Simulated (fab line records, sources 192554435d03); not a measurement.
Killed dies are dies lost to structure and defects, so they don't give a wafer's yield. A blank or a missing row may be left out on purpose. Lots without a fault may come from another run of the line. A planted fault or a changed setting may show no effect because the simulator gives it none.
Which tool did it? | flow n5_finfet | 9 lots, 27 wafers sampled, at 5 steps of a route of 1938

WHAT THE GAUGES READ, wafer by wafer
N5_FIN_SAQP_CD_MEAS_37: target cd 8 nm.
lot  | measured    | on        | cd_nm (nm)
L316 | day 2 02:32 | cd_sem-02 | 8.00 8.24 7.92
L317 | day 2 09:10 | cd_sem-02 | 8.07 8.23 8.05
L320 | day 3 03:03 | cd_sem-01 | 8.41 8.21 7.84
L322 | day 3 14:59 | cd_sem-01 | 8.45 8.01 8.21
L325 | day 4 08:46 | cd_sem-02 | 8.41 8.06 7.72
L328 | day 5 03:53 | cd_sem-01 | 8.08 8.42 8.29
L335 | day 6 22:42 | cd_sem-02 | 7.81 8.04 8.33
L338 | day 7 14:01 | cd_sem-01 | 8.67 8.52 7.81
L339 | day 7 20:35 | cd_sem-01 | 8.50 8.47 7.45

N5_BEOL_M4_RC_MEAS_101.
lot  | measured     | on        | DIBL_N (mV/V)  | DIBL_P (mV/V)  | IOFF_N (nA/um) | IOFF_P (nA/um) | ION_N (uA/um) | ION_P (uA/um) | SS_N (mV/dec)  | SS_P (mV/dec)  | VT_N (mV)   | VT_P (mV)
L316 | day 8 14:59  | prober-02 | 31.8 33.0 34.4 | 34.0 34.7 37.4 | 0.12 0.13 0.16 | 0.17 0.17 0.20 | 671 659 675   | 462 450 461   | 71.2 70.6 70.9 | 72.4 72.4 73.5 | 252 254 250 | -250.3 -253.8 -249.8
L317 | day 8 23:19  | prober-02 | 37.5 39.7 38.2 | 37.7 40.1 38.4 | 0.16 0.20 0.17 | 0.22 0.25 0.23 | 672 676 673   | 459 464 461   | 71.8 72.6 72.1 | 74.5 74.9 74.8 | 248 248 250 | -247.8 -246.5 -249.2
L320 | day 9 07:25  | prober-01 | 40.0 40.9 35.9 | 39.5 41.1 34.9 | 0.23 0.25 0.14 | 0.28 0.32 0.19 | 695 679 657   | 472 457 451   | 72.2 72.4 71.0 | 74.4 74.7 73.1 | 246 245 251 | -246.4 -248.5 -251.8
L322 | day 9 09:58  | prober-02 | 37.3 36.1 35.4 | 35.9 35.1 33.9 | 0.20 0.18 0.17 | 0.24 0.24 0.21 | 665 679 689   | 450 467 470   | 71.8 71.3 71.3 | 73.2 73.1 73.8 | 244 249 246 | -250.3 -250.9 -248.8
L325 | day 10 13:35 | prober-02 | 37.6 36.0 33.6 | 38.5 36.5 33.9 | 0.18 0.15 0.11 | 0.23 0.19 0.16 | 675 680 664   | 461 461 451   | 72.6 71.7 70.6 | 74.5 73.3 72.6 | 248 249 255 | -248.7 -250.3 -253.8
L328 | day 11 17:28 | prober-01 | 38.3 39.4 38.6 | 36.8 37.8 37.5 | 0.19 0.24 0.21 | 0.25 0.27 0.27 | 684 693 680   | 464 465 462   | 71.7 72.8 72.3 | 74.4 74.5 74.3 | 245 243 247 | -248.6 -247.5 -247.8
L335 | day 13 08:45 | prober-02 | 36.0 32.4 38.2 | 36.4 33.5 40.1 | 0.16 0.12 0.22 | 0.20 0.16 0.26 | 654 668 693   | 452 463 474   | 72.2 70.2 72.2 | 73.7 72.5 73.2 | 251 250 244 | -253.1 -252.6 -248.4
L338 | day 13 21:25 | prober-01 | 38.1 37.5 37.7 | 41.2 39.5 39.4 | 0.24 0.21 0.21 | 0.30 0.26 0.26 | 691 684 661   | 474 467 449   | 72.1 71.8 72.3 | 73.9 74.3 74.0 | 243 248 247 | -243.0 -246.6 -245.4
L339 | day 14 20:04 | prober-01 | 38.1 39.1 38.8 | 40.2 40.6 41.3 | 0.19 0.22 0.21 | 0.21 0.23 0.23 | 671 682 675   | 457 457 456   | 71.6 72.8 72.4 | 75.2 74.2 74.7 | 249 246 248 | -250.8 -251.5 -248.9

WHICH TOOL RAN EACH LOT (tool, then ch and the chambers of the sampled wafers, then the start)
lot  | N5_FIN_CUT_ETCH_21                | N5_FIN_CUT_CUT_ETCH_26            | N5_FIN_CUT_STRIP_22
L316 | rie_diel-03 ch 0,1,3, day 2 03:20 | rie_diel-03 ch 0,1,3, day 2 03:41 | rie_diel-04 ch 0,1,2, day 2 04:04
L317 | rie_diel-02 ch 0,1,2, day 2 09:56 | rie_diel-02 ch 0,1,2, day 2 10:17 | rie_diel-02 ch 1,2, day 2 10:36
L320 | rie_diel-04 ch 0,1,3, day 3 03:49 | rie_diel-04 ch 0,1,3, day 3 04:10 | rie_diel-02 ch 1,3, day 3 04:29
L322 | rie_diel-03 ch 2,3, day 3 15:56   | rie_diel-03 ch 2,3, day 3 16:17   | rie_diel-02 ch 2,3, day 3 16:37
L325 | rie_diel-03 ch 0,2,3, day 4 09:25 | rie_diel-03 ch 0,2,3, day 4 09:46 | rie_diel-03 ch 1,3, day 4 10:07
L328 | rie_diel-02 ch 0,1,2, day 5 04:31 | rie_diel-02 ch 0,1,2, day 5 04:52 | rie_diel-03 ch 1,2,3, day 5 05:17
L335 | rie_diel-04 ch 0,1,3, day 6 23:20 | rie_diel-04 ch 0,1,3, day 6 23:41 | rie_diel-04 ch 0,2,3, day 7 00:00
L338 | rie_diel-02 ch 1,3, day 7 14:47   | rie_diel-02 ch 1,3, day 7 15:08   | rie_diel-04 ch 0,2, day 7 15:27
L339 | rie_diel-03 ch 0,2,3, day 7 21:14 | rie_diel-03 ch 0,2,3, day 7 21:35 | rie_diel-04 ch 0,3, day 7 21:53
- N5_FIN_CUT_ETCH_21: etches SOC in N2/H2, target depth 219 nm, overetch 43.8 nm, time 523.5 s.
- N5_FIN_CUT_CUT_ETCH_26: etches SiNx in CH3F/O2, target depth 39 nm, time 55.7 s.
- N5_FIN_CUT_STRIP_22: strips in N2/H2.

WHAT THE TOOLS THEMSELVES READ (means of the sampled wafers that have a number; where no wafer has one, the mark that the record gives instead)
N5_FIN_CUT_ETCH_21.
lot  | tool        | bias_w (W) | drypump_motor_current_A (A) | oes_product_au (a.u.) | rf_fwd_power_W (W) | rf_vpp_V (V) | showerhead_plenum_p_Torr (Torr) | throttle_valve_pct (%)
L316 | rie_diel-03 | 60.95      | 5.7                         | 0.71                  | 852.0              | 240.6        | 2.59                            | 17.7
L317 | rie_diel-02 | 60.80      | 5.7                         | 0.68                  | 849.9              | 242.3        | 2.64                            | 18.1
L320 | rie_diel-04 | 61.00      | 5.8                         | 0.74                  | 850.6              | 239.4        | 2.46                            | 17.7
L322 | rie_diel-03 | 58.09      | 5.7                         | 0.73                  | 849.5              | 232.6        | 2.57                            | 17.7
L325 | rie_diel-03 | 57.91      | 5.5                         | 0.71                  | 847.1              | 232.2        | 2.54                            | 17.9
L328 | rie_diel-02 | 61.09      | 5.7                         | 0.66                  | 848.8              | 241.7        | 2.63                            | 18.1
L335 | rie_diel-04 | 60.80      | 5.8                         | 0.72                  | 848.4              | 238.9        | 2.45                            | 17.7
L338 | rie_diel-02 | 60.96      | 6.6                         | 0.75                  | 848.8              | 240.4        | 2.53                            | 17.5
L339 | rie_diel-03 | 61.05      | 5.5                         | 0.68                  | 852.1              | 240.8        | 2.53                            | 17.9

N5_FIN_CUT_CUT_ETCH_26.
lot  | tool        | CH3F_flow_sccm (sccm) | bias_w (W) | drypump_motor_current_A (A) | oes_ar_750_au (a.u.) | oes_f_703_au (a.u.) | oes_product_au (a.u.) | rf_fwd_power_W (W) | rf_vpp_V (V) | showerhead_plenum_p_Torr (Torr) | throttle_valve_pct (%)
L316 | rie_diel-03 | 30.04                 | 72.80      | 5.7                         | 0.76                 | 0.76                | 0.77                  | 391.7              | 301          | 2.03                            | 16.2
L317 | rie_diel-02 | 29.92                 | 73.09      | 5.6                         | 0.73                 | 0.73                | 0.72                  | 389.5              | 296          | 2.08                            | 16.6
L320 | rie_diel-04 | 29.98                 | 73.20      | 5.8                         | 0.79                 | 0.79                | 0.80                  | 391.4              | 297          | 1.93                            | 16.1
L322 | rie_diel-03 | 29.99                 | 73.11      | 5.7                         | 0.80                 | 0.79                | 0.80                  | 391.9              | 299          | 2.02                            | 16.2
L325 | rie_diel-03 | 29.99                 | 73.01      | 5.5                         | 0.76                 | 0.76                | 0.77                  | 391.8              | 299          | 2.01                            | 16.4
L328 | rie_diel-02 | 30.02                 | 73.04      | 5.6                         | 0.71                 | 0.71                | 0.70                  | 389.0              | 295          | 2.07                            | 16.7
L335 | rie_diel-04 | 29.99                 | 72.97      | 5.8                         | 0.77                 | 0.78                | 0.78                  | 390.8              | 297          | 1.92                            | 16.2
L338 | rie_diel-02 | 29.94                 | 73.07      | 6.6                         | 0.82                 | 0.81                | 0.82                  | 392.4              | 301          | 1.99                            | 16.1
L339 | rie_diel-03 | 30.09                 | 73.01      | 5.5                         | 0.74                 | 0.74                | 0.74                  | 391.9              | 300          | 2.00                            | 16.5

N5_FIN_CUT_STRIP_22.
lot  | tool        | drypump_motor_current_A (A) | oes_product_au (a.u.) | rf_vpp_V (V) | showerhead_plenum_p_Torr (Torr) | throttle_valve_pct (%)
L316 | rie_diel-04 | 5.5                         | 0.80                  | 56.0         | 3.27                            | 18.8
L317 | rie_diel-02 | 6.0                         | 0.72                  | 54.0         | 3.49                            | 19.1
L320 | rie_diel-02 | 6.6                         | 0.90                  | 52.4         | 3.36                            | 18.5
L322 | rie_diel-02 | 5.4                         | 0.79                  | 53.5         | 3.39                            | 18.8
L325 | rie_diel-03 | 6.1                         | 0.75                  | 54.6         | 3.46                            | 18.6
L328 | rie_diel-03 | 5.9                         | 0.77                  | 54.3         | 3.40                            | 18.9
L335 | rie_diel-04 | 5.8                         | 0.74                  | 56.4         | 3.27                            | 18.8
L338 | rie_diel-04 | 5.4                         | 0.74                  | 55.0         | 3.28                            | 18.9
L339 | rie_diel-04 | 6.0                         | 0.75                  | 54.4         | 3.19                            | 18.8

THE ANSWER, worked out from the rows above alone
Rule: what is usual is taken from the lots themselves. Put in order of their means at a reading, lots are off if they are a third of the lots or fewer, leave a main group of 4 or more, and stand apart from it by a gap of 3 or more times the standard deviation of the main group's means; of several such gaps the widest counts. A main group whose means are all the same, to the digits that the tables above print for the reading, isn't used. A lot without any number at a reading at which 4 lots or more have one is off too. The other lots that the step has rows for count as sound. The gauges are gone through in route order, then the tools' own readings, and for those a lot's mean is taken as printed above. The first step at which some lot is off is used, and at that step the reading that is off furthest; a lot without a number counts as furthest.
Off: L322, L325, at N5_FIN_CUT_ETCH_21 (bias_w). The main group: mean 60.95 W, standard deviation 0.11.
A tool fits if, at that step or a process step before it, it ran every lot that is off, and no sound lot after the first of them. None of those tried fits.

WHAT THE SIMULATOR HAD PUT IN
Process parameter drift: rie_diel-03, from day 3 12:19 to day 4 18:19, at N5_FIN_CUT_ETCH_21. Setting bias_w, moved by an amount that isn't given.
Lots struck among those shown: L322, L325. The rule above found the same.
